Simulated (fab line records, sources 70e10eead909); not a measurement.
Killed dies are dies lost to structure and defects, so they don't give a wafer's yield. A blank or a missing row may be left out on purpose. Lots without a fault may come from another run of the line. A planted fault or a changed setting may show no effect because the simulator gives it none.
Chamber matching | flow nand_harc | NHARC_A_BLC_ETCH_16 on rie_diel-01: 4 sister chambers
The step etches the open film in CF4, target depth 39 nm, time 65 s. 8 wafers are shown with their chamber, then 8 later ones without.

WAFERS WITH THEIR CHAMBER
wafer  | chamber | drypump_motor_current_A (A) | showerhead_plenum_p_Torr (Torr)
L076.1 | 3       | 5.9                         | 1.69
L076.5 | 3       | 5.9                         | 1.69
L080.4 | 0       | 5.3                         | 1.66
L080.6 | 2       | 5.1                         | 1.72
L083.2 | 2       | 5.0                         | 1.72
L083.5 | 0       | 5.3                         | 1.66
L083.6 | 1       | 6.6                         | 1.75
L084.1 | 1       | 6.6                         | 1.74

WAFERS WITHOUT THEIR CHAMBER
wafer  | drypump_motor_current_A (A) | showerhead_plenum_p_Torr (Torr)
L084.4 | 5.0                         | 1.72
L084.5 | 5.3                         | 1.66
L086.1 | 5.1                         | 1.72
L086.2 | 6.7                         | 1.75
L086.4 | 5.9                         | 1.69
L096.1 | 5.0                         | 1.72
L096.4 | 6.6                         | 1.74
L096.6 | 6.6                         | 1.74

WHICH CHAMBER EACH WENT THROUGH
wafer  | from the rows above | in truth
L084.4 | 2                   | 2
L084.5 | 0                   | 0
L086.1 | 2                   | 2
L086.2 | 1                   | 1
L086.4 | 3                   | 3
L096.1 | 2                   | 2
L096.4 | 1                   | 1
L096.6 | 1                   | 1
Placed correctly: 8 of 8. Can't be placed from these rows: 0. Placed wrongly: 0.
How it was worked out, from the rows above alone: a wafer's distance from a chamber is the root of the sum, over the readings, of the square of ((its reading less the chamber's mean) divided by the reading's scatter). The wafer belongs to the nearest chamber; if the next one is less than 2 further off, it can't be placed. A chamber's mean is the mean of its shown wafers. The scatter: the root of (the sum of the squares of (reading less its chamber's mean) over the shown wafers, divided by (wafers less chambers)).
